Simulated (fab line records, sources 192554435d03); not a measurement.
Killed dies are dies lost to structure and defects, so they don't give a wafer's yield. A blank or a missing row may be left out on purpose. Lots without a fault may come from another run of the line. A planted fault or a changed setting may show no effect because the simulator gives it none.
fab line records | flow n5_finfet
record lots=6 wafers=18 last_day=17
route steps=1938 shown BEOL_M3@1011 BEOL_M4@1021 PASSIVATION@1936
lots that met no fault: from a run of the same line without faults
start_h: hours from the record's first day to the start of the lot's first wafer shown | wait_h: hours since the lot's step before | " the same as in the row above | L1.1+2: a row that stands for several wafers | - no value, or no start given | * or withheld: withheld | < > ~ a bound
route shown NAME@n: a module of which the file shows steps, and the number in the route of the first | usual: mean/standard deviation of fault-free wafers | same: alike in all rows | chamber/n: place in a boat | sites: the reading at each site | _std_site: their standard deviation | _edge_site: outer sites' mean less inner sites' | radius_mm: how far each site lies from the wafer's centre | mask NAME#n: copy n | behind: the tool/chamber that last shaped the wafer | hold: why the lot was held/for how many hours/how that ended | device: the transistor (n, p or np) that didn't switch | end of line: the same wafers' tests at the end of the route | a step without rows: its recipe alone | killed: dies lost to structure and defects at the first sort, not the wafer's yield | map: a wafer's dies, x killed, . not, _ none there
set.NAME: the setting as run; set.NAME@STEP: as run at that earlier step | model.NAME: the simulator's own value behind a step, which no gauge read
lots at some steps of the route; a table a step, a row a wafer
services: from which hour (start_h, from the record's first day; less than 0 if before it) a tool's chamber was out of use, for how many hours, and why
## steps
# step N5_BEOL_M3_ECD_50
# recipe material=Cu target_thk_a=3000
# step N5_BEOL_M3_ANNEAL_51
# recipe temp_c=225 time_s=90 ambient=N2
# usual wafer_temp_C_max=226.0/0.38
# columns lot.wafer tool chamber start_h wait_h wafer_temp_C_max
L277.3 rtp_anneal-02 0 184.89 0.4 226.6
L277.4 " 0 " " 226.3
L277.5 " 0 " " 226.7
L281.3 rtp_anneal-01 0 187.20 0.1 225.8
L281.4 " 0 " " 226.2
L281.5 " 0 " " 225.7
L283.1 rtp_anneal-01 0 210.64 0.1 225.5
L283.3 " 0 " " 225.8
L283.4 " 0 " " 225.7
L287.1 rtp_anneal-02 0 239.37 0.1 226.3
L287.2 " 0 " " 226.4
L287.3 " 0 " " 225.9
L288.2 rtp_anneal-01 0 256.45 0.1 225.8
L288.4 " 0 " " 225.8
L288.6 " 0 " " 225.8
L298.3 rtp_anneal-02 0 308.86 0.1 226.5
L298.4 " 0 " " 226.0
L298.6 " 0 " " 226.3
# step N5_BEOL_M3_CMP_52
# recipe stop_on=SiOC t_overpolish_s=6.8 down_force_psi=1 platen_rpm=50 clearing_platen_down_force_psi=1.5 clearing_platen_rpm=50 post_cmp_clean=cu_alkaline target_thk_nm=40 clearing_platen_pad_velocity_m_s=0.99484 pad_velocity_m_s=0.99484
# step N5_BEOL_M3_THK_MEAS_53
# recipe thk_meas_gauge=xrf reads=Cu_of_BEOL_M3_ECD_50
# usual M3_THK=39.5/1.5
# columns lot.wafer tool chamber start_h wait_h M3_THK[nm]
L277.3 film_metro-02 - 185.40 - 39.5
L277.4 " - " " 39.9
L277.5 " - " " 42.5
L281.3 film_metro-01 - 187.71 - 36.8
L281.4 " - " " 40.0
L281.5 " - " " 39.5
L283.1 film_metro-02 - 211.23 - 39.2
L283.3 " - " " 36.7
L283.4 " - " " 41.1
L287.1 film_metro-02 - 239.96 - 37.8
L287.2 " - " " 38.5
L287.3 " - " " 38.7
L288.2 film_metro-02 - 256.99 - 40.9
L288.4 " - " " 41.4
L288.6 " - " " 42.4
L298.3 film_metro-02 - 309.37 - 39.1
L298.4 " - " " 40.6
L298.6 " - " " 40.5
# step N5_BEOL_M3_PRE_CLEAN_60
# recipe gas=NH3/H2 time_s=15 temp_c=* rf_power_w=300
# usual heater_power_w=99/9.5
# columns lot.wafer tool chamber start_h wait_h heater_power_w
L277.3 cvd_co-01 2 185.51 0.1 93
L277.4 " 2 " " 94
L277.5 " 1 " " 91
L281.3 cvd_co-02 0 187.74 0.0 90
L281.4 " 2 " " 97
L281.5 " 1 " " 99
L283.1 cvd_co-01 2 211.27 0.0 96
L283.3 " 1 " " 94
L283.4 " 0 " " 118
L287.1 cvd_co-02 1 240.00 0.0 95
L287.2 " 0 " " 92
L287.3 " 2 " " 98
L288.2 cvd_co-01 2 257.03 0.0 95
L288.4 " 0 " " 123
L288.6 " 1 " " 92
L298.3 cvd_co-01 2 309.40 0.0 95
L298.4 " 0 " " 121
L298.6 " 1 " " 94
# step N5_BEOL_M3_CO_CAP_55
# recipe material=Co target_thk_a=20 temp_c=200 precursor=CCTBA/H2 pressure_torr=30 time_s=102.1
# usual heater_power_w=253/12
# columns lot.wafer tool chamber start_h wait_h heater_power_w
L277.3 cvd_co-01 2 185.55 0.0 246
L277.4 " 2 " " 250
L277.5 " 1 " " 243
L281.3 cvd_co-02 0 187.78 0.0 245
L281.4 " 2 " " 253
L281.5 " 1 " " 255
L283.1 cvd_co-01 2 211.31 0.0 247
L283.3 " 1 " " 249
L283.4 " 0 " " 274
L287.1 cvd_co-02 1 240.04 0.0 249
L287.2 " 0 " " 245
L287.3 " 2 " " 248
L288.2 cvd_co-01 2 257.07 0.0 249
L288.4 " 0 " " 280
L288.6 " 1 " " 248
L298.3 cvd_co-01 2 309.44 0.0 249
L298.4 " 0 " " 279
L298.6 " 1 " " 239
# step N5_BEOL_M3_PRE_CLEAN_56
# recipe gas=NH3 time_s=15 temp_c=withheld rf_power_w=300
# step N5_BEOL_M3_DEP_57
# recipe material=SiCN target_thk_a=80 temp_c=withheld precursor=3MS/NH3 pressure_torr=3 rf_w=202 time_s=14
# usual showerhead_plenum_p_Torr=3.671/0.013 throttle_valve_pct=9.1/0.57
# columns lot.wafer tool chamber start_h wait_h showerhead_plenum_p_Torr throttle_valve_pct
L277.3 pecvd-02 2 185.66 0.0 3.681 8.1
L277.4 " 0 " " 3.672 8.7
L277.5 " 1 " " 3.645 9.1
L281.3 pecvd-04 0 187.90 0.0 3.685 9.3
L281.4 " 0 " " 3.685 9.5
L281.5 " 2 " " 3.665 8.8
L283.1 pecvd-04 2 211.43 0.0 3.670 8.8
L283.3 " 1 " " 3.675 10.1
L283.4 " 2 " " 3.669 8.9
L287.1 pecvd-02 2 240.15 0.0 3.686 8.3
L287.2 " 1 " " 3.650 9.1
L287.3 " 0 " " 3.687 9.1
L288.2 pecvd-04 0 257.19 0.0 3.681 9.4
L288.4 " 0 " " 3.690 9.5
L288.6 " 2 " " 3.662 9.0
L298.3 pecvd-02 1 309.56 0.0 3.651 9.0
L298.4 " 2 " " 3.679 8.5
L298.6 " 1 " " 3.645 9.0
# step N5_BEOL_M3_RS_MEAS_58
# recipe thk_meas_gauge=four-point-probe reads=Co_of_BEOL_M3_CO_CAP_55+Cu_of_BEOL_M3_ECD_50+Co_of_BEOL_M3_CVD_47+TaN_of_BEOL_M3_ALD_84
# usual M3_RS=0.69/0.033
# columns lot.wafer tool chamber start_h wait_h M3_RS[ohm/sq]
L277.3 film_metro-02 - 185.73 0.1 0.68
L277.4 " - " " 0.67
L277.5 " - " " 0.62
L281.3 film_metro-02 - 187.97 0.1 0.75
L281.4 " - " " 0.68
L281.5 " - " " 0.69
L283.1 film_metro-01 - 211.50 0.0 0.69
L283.3 " - " " 0.75
L283.4 " - " " 0.65
L287.1 film_metro-02 - 240.22 0.0 0.73
L287.2 " - " " 0.71
L287.3 " - " " 0.70
L288.2 film_metro-02 - 257.25 0.1 0.66
L288.4 " - " " 0.65
L288.6 " - " " 0.63
L298.3 film_metro-01 - 309.63 0.1 0.71
L298.4 " - " " 0.68
L298.6 " - " " 0.68
# step N5_BEOL_M3_INSPECT_59
# recipe inspect_instrument=darkfield mode=post_dep
# usual raw_defect_count=79/25
# columns lot.wafer tool chamber start_h wait_h raw_defect_count
L277.3 defect_inspect-02 - 185.76 0.0 136
L277.4 " - " " 118
L277.5 " - " " 104
L281.3 defect_inspect-02 - 187.99 0.0 102
L281.4 " - " " 127
L281.5 " - " " 69
L283.1 defect_inspect-01 - 211.52 0.0 109
L283.3 " - " " 113
L283.4 " - " " 80
L287.1 defect_inspect-02 - 240.25 0.0 95
L287.2 " - " " 48
L287.3 " - " " 61
L288.2 defect_inspect-01 - 257.28 0.0 100
L288.4 " - " " 107
L288.6 " - " " 77
L298.3 defect_inspect-01 - 309.65 0.0 72
L298.4 " - " " 122
L298.6 " - " " 78
# step N5_BEOL_M4_ILD_DEP_00
# recipe material=SiOC target_thk_a=790 temp_c=350 precursor=DEMS/O2 pressure_torr=5 rf_w=500 time_s=15.3
# usual heater_power_w=525/95 showerhead_plenum_p_Torr=5.699/0.013 throttle_valve_pct=11.4/0.61
# columns lot.wafer tool chamber start_h wait_h heater_power_w showerhead_plenum_p_Torr throttle_valve_pct
L277.3 pecvd-03 1 185.79 0.0 566 5.700 12.2
L277.4 " 1 " " 563 5.711 12.0
L277.5 " 2 " " 452 5.705 10.0
L281.3 pecvd-02 1 188.03 0.0 373 5.697 12.1
L281.4 " 0 " " 510 5.704 11.7
L281.5 " 1 " " 387 5.678 11.8
L283.1 pecvd-02 2 211.56 0.0 516 5.692 10.9
L283.3 " 1 " " 415 5.686 11.9
L283.4 " 0 " " 425 5.711 11.7
L287.1 pecvd-02 0 240.28 0.0 472 5.709 11.7
L287.2 " 2 " " 514 5.711 10.9
L287.3 " 1 " " 372 5.677 11.7
L288.2 pecvd-01 0 257.32 0.0 450 5.677 12.2
L288.4 " 0 " " 446 5.685 12.2
L288.6 " 1 " " 510 5.701 11.4
L298.3 pecvd-01 2 309.69 0.0 626 5.685 11.2
L298.4 " 1 " " 468 5.717 11.4
L298.6 " 2 " " 618 5.696 10.8
# step N5_BEOL_M4_THK_MEAS_01
# recipe reads=SiOC_of_BEOL_M4_ILD_DEP_00
# usual M4_ILD_THK=79.0/1.2
# columns lot.wafer tool chamber start_h wait_h M4_ILD_THK[nm]
L277.3 film_metro-02 - 185.86 0.1 78.4
L277.4 " - " " 79.4
L277.5 " - " " 79.2
L281.3 film_metro-02 - 188.10 0.1 79.1
L281.4 " - " " 79.3
L281.5 " - " " 79.7
L283.1 film_metro-02 - 211.63 0.0 79.8
L283.3 " - " " 78.2
L283.4 " - " " 78.9
L287.1 film_metro-02 - 240.35 0.0 78.9
L287.2 " - " " 80.4
L287.3 " - " " 78.1
L288.2 film_metro-01 - 257.38 0.1 78.4
L288.4 " - " " 79.0
L288.6 " - " " 80.7
L298.3 film_metro-01 - 309.76 0.1 78.2
L298.4 " - " " 80.4
L298.6 " - " " 78.7
# step N5_BEOL_M4_PECVD_72
# recipe material=SiO2 target_thk_a=160 temp_c=400 precursor=TEOS/O2 pressure_torr=5.5 rf_w=450 teos_flow_sccm=53.8 gas=O2 flow_sccm=3000 time_s=18
# usual heater_power_w=748/110 showerhead_plenum_p_Torr=8.80/0.053 throttle_valve_pct=21.6/0.99
# columns lot.wafer tool chamber start_h wait_h heater_power_w showerhead_plenum_p_Torr throttle_valve_pct
L277.3 pecvd-02 1 185.90 0.0 607 8.74 22.4
L277.4 " 0 " " 633 8.84 21.9
L277.5 " 1 " " 613 8.76 22.2
L281.3 pecvd-03 2 188.13 0.0 655 8.80 19.4
L281.4 " 1 " " 943 8.83 22.6
L281.5 " 2 " " 657 8.81 19.3
L283.1 pecvd-03 1 211.66 0.0 953 8.83 22.6
L283.3 " 0 " " 1029 8.82 22.0
L283.4 " 2 " " 663 8.82 19.3
L287.1 pecvd-03 1 240.39 0.0 832 8.83 22.5
L287.2 " 0 " " 914 8.84 21.6
L287.3 " 2 " " 646 8.79 19.4
L288.2 pecvd-02 2 257.42 0.0 733 8.87 20.3
L288.4 " 0 " " 760 8.83 22.0
L288.6 " 2 " " 711 8.84 20.3
L298.3 pecvd-02 0 309.79 0.0 713 8.87 22.0
L298.4 " 1 " " 612 8.75 22.1
L298.6 " 2 " " 786 8.85 20.8
# step N5_BEOL_M4_HM_DEP_02
# recipe material=TiN target_thk_a=200 temp_c=25 chamber_pressure_pa=0.49996
# step N5_BEOL_M4_COAT_61
# recipe resist=SOC temp_c=250 time_s=60 spin_rpm=1500 resist_thk_nm=60
# step N5_BEOL_M4_COAT_62
# recipe resist=SiARC temp_c=220 time_s=60 spin_rpm=1500 resist_thk_nm=12
# step N5_BEOL_M4_COAT_73
# recipe resist=underlayer temp_c=205 time_s=60 spin_rpm=1500 resist_thk_nm=5
# step N5_BEOL_M4_COAT_05
# recipe resist=CAR-EUV spin_rpm=1500 resist_thk_nm=30
# step N5_BEOL_M4_EBR_07
# recipe solvent=PGMEA ebr_width_mm=1.5
# step N5_BEOL_M4_SOFTBAKE_06
# recipe temp_c=110 time_s=60 resist=CAR-EUV
# step N5_BEOL_M4_EXPOSE_08
# recipe mask_id=M4 na=0.33 source_shape=dipole sigma_inner=0.369 sigma_outer=0.767 polarization=unpolarized dose_mj=41.25
# step N5_BEOL_M4_PEB_09
# recipe peb_temp_c=100 peb_time_s=60 resist=CAR-EUV
# step N5_BEOL_M4_DEVELOP_10
# recipe develop_time_s=30 developer=TMAH resist=CAR-EUV rinse_liquid=surfactant_rinse dry=air_spin dev_temp_c=23
# step N5_BEOL_M4_CD_MEAS_11
# recipe target_cd_nm=16.79 landing_energy_ev=500 detector=se_inlens polarity=opening
# usual cd_nm=16.73/0.24
# columns lot.wafer tool chamber start_h wait_h cd_nm
L277.3 cd_sem-03 0 188.30 - 16.73
L277.4 " 0 " " 16.73
L277.5 " 0 " " 16.42
L281.3 cd_sem-03 0 189.19 - 16.39
L281.4 " 0 " " 16.53
L281.5 " 0 " " 16.43
L283.1 cd_sem-03 0 212.40 - 16.82
L283.3 " 0 " " 16.88
L283.4 " 0 " " 16.38
L287.1 cd_sem-02 0 242.05 - 16.85
L287.2 " 0 " " 16.85
L287.3 " 0 " " 16.45
L288.2 cd_sem-01 0 259.93 - 16.75
L288.4 " 0 " " 16.56
L288.6 " 0 " " 16.72
L298.3 cd_sem-01 0 310.94 - 16.70
L298.4 " 0 " " 16.54
L298.6 " 0 " " 16.45
# step N5_BEOL_M4_OVL_MEAS_12
# recipe points_per_wafer=522
# usual M4_OVL=-0.1/0.68
# columns lot.wafer tool chamber start_h wait_h M4_OVL[nm]
L277.3 overlay-02 0 188.34 0.0 -0.4
L277.4 " 0 " " -0.7
L277.5 " 0 " " -1.2
L281.3 overlay-01 0 189.23 0.0 -0.2
L281.4 " 0 " " 1.7
L281.5 " 0 " " 0.0
L283.1 overlay-02 0 212.43 0.0 0.3
L283.3 " 0 " " -1.2
L283.4 " 0 " " 0.3
L287.1 overlay-01 0 242.08 0.0 -0.5
L287.2 " 0 " " -0.5
L287.3 " 0 " " -0.7
L288.2 overlay-01 0 259.96 0.0 -0.4
L288.4 " 0 " " 0.0
L288.6 " 0 " " -0.6
L298.3 overlay-01 0 310.98 0.0 0.7
L298.4 " 0 " " 0.8
L298.6 " 0 " " 0.8
# step N5_BEOL_M4_INSPECT_13
# recipe mode=adi inspect_instrument=brightfield
# usual raw_defect_count=426/110
# columns lot.wafer tool chamber start_h wait_h raw_defect_count
L277.3 defect_inspect-01 - 188.38 0.0 558
L277.4 " - " " 641
L277.5 " - " " 502
L281.3 defect_inspect-02 - 189.27 0.0 468
L281.4 " - " " 471
L281.5 " - " " 348
L283.1 defect_inspect-02 - 212.49 0.1 1327
L283.3 " - " " 1268
L283.4 " - " " 1242
L287.1 defect_inspect-02 - 242.15 0.1 1253
L287.2 " - " " 1115
L287.3 " - " " 1160
L288.2 defect_inspect-02 - 260.02 0.0 463
L288.4 " - " " 509
L288.6 " - " " 524
L298.3 defect_inspect-01 - 311.03 0.0 493
L298.4 " - " " 415
L298.6 " - " " 453
# step N5_BEOL_M4_DESCUM_16
# recipe chemistry=O2 time_s=7 source_power_w=50 bias_power_w=20 pressure_mtorr=20 rf_frequency_hz=2.712e+07 temp_c=40 resist=CAR-EUV o2_flow_sccm=225
# step N5_BEOL_M4_RC_MEAS_101
# usual DIBL_N=36.6/2.1 DIBL_P=36.5/2.7 IOFF_N=0.17/0.043 IOFF_P=0.22/0.045 ION_N=674/17 ION_P=461/9.9 SS_N=71.7/0.79 SS_P=73.4/0.79 VT_N=249/4 VT_P=-250/3.3
# columns lot.wafer tool chamber start_h wait_h DIBL_N[mV/V] DIBL_P[mV/V] IOFF_N[nA/um] IOFF_P[nA/um] ION_N[uA/um] ION_P[uA/um] SS_N[mV/dec] SS_P[mV/dec] VT_N[mV] VT_P[mV]
L277.3 prober-02 0 195.24 0.3 36.5 35.6 0.15 0.20 672 456 72.0 73.9 251 -254
L277.4 " 0 " " 39.6 40.1 0.23 0.28 699 477 72.4 75.3 244 -247
L277.5 " 0 " " 36.5 36.3 0.17 0.21 685 465 72.0 73.8 250 -250
L281.3 prober-02 0 209.25 0.3 37.5 38.3 0.17 0.21 691 473 71.2 73.9 249 -253
L281.4 " 0 " " 40.7 41.6 0.23 0.27 666 454 72.8 75.1 245 -249
L281.5 " 0 " " 36.7 36.6 0.15 0.21 661 452 70.6 73.3 251 -253
L283.1 prober-01 0 218.65 0.0 37.2 36.6 0.19 0.23 658 448 72.4 73.7 251 -245
L283.3 " 0 " " 39.0 38.6 0.23 0.27 677 459 72.8 74.4 245 -245
L283.4 " 0 " " 38.1 37.5 0.22 0.23 655 452 73.1 73.9 249 -247
L287.1 prober-01 0 249.78 0.0 36.8 36.6 0.16 0.21 674 461 71.8 73.7 249 -249
L287.2 " 0 " " 36.9 36.6 0.18 0.22 684 473 71.9 73.2 247 -250
L287.3 " 0 " " 35.1 34.1 0.14 0.18 685 470 71.8 72.6 252 -248
L288.2 prober-02 0 270.02 0.2 35.3 35.3 0.13 0.20 658 458 72.1 73.5 253 -251
L288.4 " 0 " " 31.7 32.5 0.10 0.16 659 458 70.4 72.1 259 -252
L288.6 " 0 " " 33.7 34.8 0.12 0.19 655 465 71.2 73.1 254 -251
L298.3 prober-02 0 320.61 0.3 38.0 35.6 0.18 0.20 674 451 72.4 73.7 249 -249
L298.4 " 0 " " 35.6 33.7 0.13 0.17 678 462 71.6 73.0 254 -253
L298.6 " 0 " " 36.6 31.5 0.16 0.15 646 442 73.1 72.5 257 -253
# step N5_PASSIVATION_PROBE_49
# usual defect_limited_yield=91.5/1.7 killed_at_M0_to_M3=33/11 killed_at_M4_up=13/5.2 killed_at_contacts=11/5.7 killed_at_front_end=39/11 killed_at_other=4/3 killed_dies=101/20 killed_on_rim=13/4.1 killed_open=66/15 killed_short=33/8.4 sort_bin_5_function=5.0/1.1 sort_bin_6_memory=3.2/0.69 sort_bin_8_speed=0.1/0.52 sort_n_pass=1078/20 sort_yield_pct=91.4/1.7
# same gross_dies=1180 killed_at_back_side=0 sort_bin_4_leakage[%]=0
# columns lot.wafer tool chamber start_h wait_h defect_limited_yield[%] killed_at_M0_to_M3 killed_at_M4_up killed_at_contacts killed_at_front_end killed_at_other killed_dies killed_on_rim killed_open killed_short sort_bin_5_function[%] sort_bin_6_memory[%] sort_bin_8_speed[%] sort_n_pass sort_yield_pct[%]
L277.3 prober-01 - 297.43 0.1 91.1 34 19 10 40 2 105 12 69 33 5.3 3.5 0 1075 91.1
L277.4 prober-01 - 297.48 0.2 91.9 32 17 7 39 1 96 13 67 26 4.2 3.6 0 1084 91.9
L277.5 prober-01 - 297.53 0.2 90.6 32 15 13 44 7 111 13 83 26 5.6 3.5 0 1069 90.6
L281.3 prober-02 - 321.33 0.2 92.8 32 9 11 32 1 85 7 48 33 4.2 2.9 0 1095 92.8
L281.4 prober-02 - 321.38 0.3 94.7 28 7 7 18 3 63 10 38 21 2.5 2.5 0 1117 94.7
L281.5 prober-02 - 321.43 0.3 94.5 19 10 3 31 2 65 10 41 22 3.1 2.2 0 1115 94.5
L283.1 prober-02 - 331.72 0.0 82.0 20 152 10 27 3 212 12 46 20 12.3 3.1 0 968 82.0
L283.3 prober-02 - 331.82 0.1 82.2 25 140 14 31 0 210 22 51 19 11.6 3.9 0.1 970 82.2
L283.4 prober-02 - 331.87 0.2 84.8 17 129 8 21 4 179 26 39 20 9.7 2.5 0 1001 84.8
L287.1 prober-01 - 364.11 0.0 77.9 47 156 16 41 1 261 13 87 29 11.9 5.3 0 919 77.9
L287.2 prober-01 - 364.16 0.1 79.8 46 136 10 41 5 238 26 82 35 12.7 3.8 0 942 79.8
L287.3 prober-01 - 364.21 0.1 81.6 41 123 9 39 5 217 26 76 27 11.7 4.2 0 963 81.6
L288.2 prober-02 - 371.51 0.1 91.6 39 4 5 51 0 99 15 62 36 5.1 2.9 0 1081 91.6
L288.4 prober-02 - 371.61 0.2 92.9 41 12 8 21 2 84 9 58 24 4.0 2.7 0 1096 92.9
L288.6 prober-02 - 371.71 0.3 91.2 56 7 7 33 1 104 9 72 31 5.3 3.1 0 1076 91.2
# killed by level:class
L277.3 STI_FIN_REVEAL:geometric_particle:open=17 MOL_CONTACT_COAG:geometric_particle:open=9 BEOL_M4:geometric_particle:open=8 FIN_SAQP:geometric_particle:short=7 BEOL_M0_SAQP:geometric_particle:short=7 BEOL_M2:geometric_particle:open=7 BEOL_M0_SAQP:geometric_particle:open=5 BEOL_M1:geometric_particle:open=4
L277.4 STI_FIN_REVEAL:geometric_particle:open=12 BEOL_M0_SAQP:geometric_particle:open=8 FIN_SAQP:geometric_particle:short=6 MOL_CONTACT_COAG:geometric_particle:open=6 BEOL_M3:geometric_particle:open=6 GATE_CUT:geometric_particle:short=5 BEOL_M0:geometric_particle:open=5 BEOL_M6:geometric_particle:open=5
L277.5 STI_FIN_REVEAL:geometric_particle:open=18 MOL_CONTACT_COAG:geometric_particle:open=10 BEOL_M1:geometric_particle:open=8 BEOL_M0:geometric_particle:open=7 BEOL_M4:geometric_particle:open=7 ILD0:geometric_particle:open=5 BEOL_M0_SAQP:geometric_particle:short=5 GATE_CUT:geometric_particle:short=4
L281.3 BEOL_M3:geometric_particle:short=9 MOL_CONTACT_COAG:geometric_particle:open=8 FIN_SAQP:geometric_particle:open=6 BEOL_M1:geometric_particle:open=6 BEOL_M3:geometric_particle:open=6 BEOL_M0_SAQP:geometric_particle:open=5 FIN_SAQP:geometric_particle:short=4 ILD0:geometric_particle:open=4
L281.4 BEOL_M0_SAQP:geometric_particle:open=6 BEOL_M3:geometric_particle:open=6 MOL_CONTACT_COAG:geometric_particle:open=5 BEOL_M3:geometric_particle:short=5 BEOL_M0_SAQP:geometric_particle:short=4 BEOL_M2:geometric_particle:open=4 FIN_SAQP:geometric_particle:open=3 STI_FIN_REVEAL:geometric_particle:open=3
L281.5 DUMMY_GATE:geometric_particle:open=7 BEOL_M0_SAQP:geometric_particle:short=6 BEOL_M5:geometric_particle:open=5 BEOL_M3:geometric_particle:open=4 FIN_SAQP:geometric_particle:open=3 FIN_SAQP:geometric_particle:short=3 STI_FIN_REVEAL:geometric_particle:open=3 GATE_CUT:geometric_particle:open=3
L283.1 BEOL_M4:unspecified=145 MOL_CONTACT_COAG:geometric_particle:open=9 BEOL_M3:geometric_particle:open=7 STARTING-WAFER:geometric_particle:open=6 FIN_SAQP:geometric_particle:open=5 BEOL_M3:geometric_particle:short=4 STI_FIN_REVEAL:geometric_particle:open=3 GATE_CUT:geometric_particle:open=3
L283.3 BEOL_M4:unspecified=136 BEOL_M3:geometric_particle:open=14 MOL_CONTACT_COAG:geometric_particle:open=13 FIN_SAQP:geometric_particle:open=6 FIN_SAQP:geometric_particle:short=4 DUMMY_GATE:geometric_particle:open=4 BEOL_M2:geometric_particle:open=3 SD_EPI_P:coat_microbubble_printed=3
L283.4 BEOL_M4:unspecified=119 MOL_CONTACT_COAG:geometric_particle:open=8 FIN_SAQP:geometric_particle:short=7 BEOL_M3:geometric_particle:open=5 STI_FIN_REVEAL:geometric_particle:open=4 BEOL_M1:geometric_particle:open=4 DUMMY_GATE:geometric_particle:open=3 BEOL_M3:geometric_particle:short=3
L287.1 BEOL_M4:unspecified=143 STI_FIN_REVEAL:geometric_particle:open=16 MOL_CONTACT_COAG:geometric_particle:open=13 BEOL_M3:geometric_particle:open=10 BEOL_M0_SAQP:geometric_particle:open=8 BEOL_M2:geometric_particle:open=8 FIN_SAQP:geometric_particle:open=6 BEOL_M0_SAQP:geometric_particle:short=6
L287.2 BEOL_M4:unspecified=121 STI_FIN_REVEAL:geometric_particle:open=14 MOL_CONTACT_COAG:geometric_particle:open=9 BEOL_M1:geometric_particle:open=9 BEOL_M2:geometric_particle:open=9 BEOL_M4:geometric_particle:open=8 BEOL_M0_SAQP:geometric_particle:short=7 BEOL_M3:geometric_particle:open=7
L287.3 BEOL_M4:unspecified=113 STI_FIN_REVEAL:geometric_particle:open=13 BEOL_M3:geometric_particle:open=12 MOL_CONTACT_COAG:geometric_particle:open=7 BEOL_M2:geometric_particle:open=7 FIN_SAQP:geometric_particle:open=6 DUMMY_GATE:geometric_particle:open=6 BEOL_M0_SAQP:geometric_particle:short=5
L288.2 FIN_SAQP:geometric_particle:short=13 BEOL_M2:geometric_particle:open=13 BEOL_M3:geometric_particle:open=9 STI_FIN_REVEAL:geometric_particle:open=8 FIN_SAQP:geometric_particle:open=7 DUMMY_GATE:geometric_particle:open=5 MOL_CONTACT_COAG:geometric_particle:open=5 BEOL_M0_SAQP:geometric_particle:short=5
L288.4 BEOL_M3:geometric_particle:open=13 GATE_CUT:geometric_particle:short=7 MOL_CONTACT_COAG:geometric_particle:open=7 BEOL_M1:geometric_particle:open=7 STI_FIN_REVEAL:geometric_particle:open=6 BEOL_M0_SAQP:geometric_particle:short=6 BEOL_M4:geometric_particle:open=6 BEOL_M0_SAQP:geometric_particle:open=5
L288.6 STI_FIN_REVEAL:geometric_particle:open=15 BEOL_M2:geometric_particle:open=15 BEOL_M3:geometric_particle:open=14 BEOL_M0_SAQP:geometric_particle:open=10 BEOL_M0_SAQP:geometric_particle:short=6 MOL_CONTACT_COAG:geometric_particle:open=4 STI_FIN_REVEAL:geometric_particle:short=3 DUMMY_GATE:geometric_particle:short=3
# map L283.1 (x killed, . not)
_________________............________________
______________.................._____________
___________....................x...__________
__________................x........._________
________...xx.x............x.........._______
_______...x..........xx........x...x...______
______......x.......x..........x.....x.._____
_____.x...........................x..x...____
____........x...................x.........___
___.......x.x...................x..........__
___...x......x.............................__
__.........x..............x..x...x.........._
__......x..............x........xxxx.x......_
_..........................xx..x.xxxxx.....x.
_...x.x.......x.............xxxxxxxxxxx......
_.....x....x.............x.xxxxxxxxxxxxx.x.x.
_................x.......xx.xxxxxxxxxxx..x...
_..................x....xxxxxxxxxxxxxxxx.....
_.....................x...xxxxxxxxxxxxxx.x...
_.......x.x.............x..xxxxxxxxxxxxx.....
_..........xx.......x....xxxxxxxxxxxxxx.xx..x
__.....x...................x.xxxxxxxxx.x...x_
__..........................x.xxxxxxxx.xx..x_
___............x.........x..xxxx.xx..x....x__
___.......x.....................x..........__
____......x...x...............xx..........___
_____..........................x.......x.____
______........x.x......................._____
_______.............................x..______
________.............................._______
__________.........................._________
___________....................x..x__________
______________..x.x............._____________
_________________.....x......________________
# map L287.1 (x killed, . not)
_________________............________________
______________.....x......x....._____________
___________..xx..x.x...............__________
__________..x.................x....._________
________........x.......x............._______
_______.....x.............x.........x..______
______.........x..........x.....x......._____
_____x..x.............................x..____
____...x..x...x..............x...x.......x___
___...............x..x.x..xx...xx..........__
___.....x...x..............................__
__......x....x...x.........xx..xx.......xx.._
__.....x.............x......x.xxxxx..x...x.._
_x......x..................xx.xxxxx..x.......
_....x.x........x.........xxxxxxxxxxxx.x.....
_........x.............x..xxxxxxxxxxxxx.x.x..
_...........x.............xxxxxxxxxxxxxx.....
_..x..x...........x..x....xxxxxxxxxxxxxx....x
_........x..........x...xxx.xxxxxxxxxxxxxx.x.
_.....x........x....x.....xxxxxxxxxxxxx......
_.x..x...x.....x............xxxxxxxxxxxx..x..
__....x...................x.x.xxxxxxxxxx..x._
__x...xxx.xx.....x...........xxxxxxxxxxx...._
___...........x.........x..x.xx.xxx...x...x__
___...........x.x.x...........x....xxx.....__
____..............................x.......___
_____..x...................x.......x....x____
______......x.x...x.x...xx..x..........._____
_______.x.........x..x......x.x..x.....______
________.........xx...............x.x._______
__________...........x........x..x.._________
___________.........x..x......x....__________
______________.................._____________
_________________......x.....________________
## services
# columns tool chamber start_h hours kind
cvd_co-02 2 162.97 6.2 repair
cvd_co-01 - 193.17 1.1 repair
pecvd-01 0 196.20 4.1 repair
pecvd-01 2 202.38 - clean
pecvd-01 2 202.38 - consumable_replace:showerhead
pecvd-01 2 202.38 29.0 scheduled_down
pecvd-01 2 202.38 29.0 vent_cycle
rtp_anneal-02 - 220.97 2.9 pm
pecvd-03 - 225.44 0.3 repair
pecvd-04 1 225.77 26.1 repair
pecvd-02 - 256.38 0.4 repair
cvd_co-02 1 261.07 15.9 repair
pecvd-01 - 262.33 14.6 pm
cvd_co-01 - 265.49 1.7 repair
pecvd-03 0 284.83 5.5 scheduled_down
rtp_anneal-01 - 290.55 5.1 pm
cvd_co-02 2 291.02 36.6 repair
pecvd-04 1 296.97 5.5 scheduled_down
## key
first_sign step=N5_BEOL_M4_INSPECT_13 reading=raw_defect_count direction=up sigmas=7.4 usual=426 struck=1228
effect step=N5_PASSIVATION_PROBE_49 reading=killed_at_M4_up direction=up sigmas=24 usual=13 struck=139
more_kills_born_at N5_BEOL_M4_PECVD_72@pecvd-03=776
met_at N5_BEOL_M4_PECVD_72
struck_wafers L283.1,L283.3,L283.4,L287.1,L287.2,L287.3
onset_between 188.13 211.66
also_fits N5_BEOL_M4_ILD_DEP_00:pecvd-02
fault kind=chamber_particle_source tool=pecvd-03 chamber=- onset_h=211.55 steps=N5_BEOL_M4_PECVD_72 rate_per_visit_cm2=1.3371 end_h=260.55
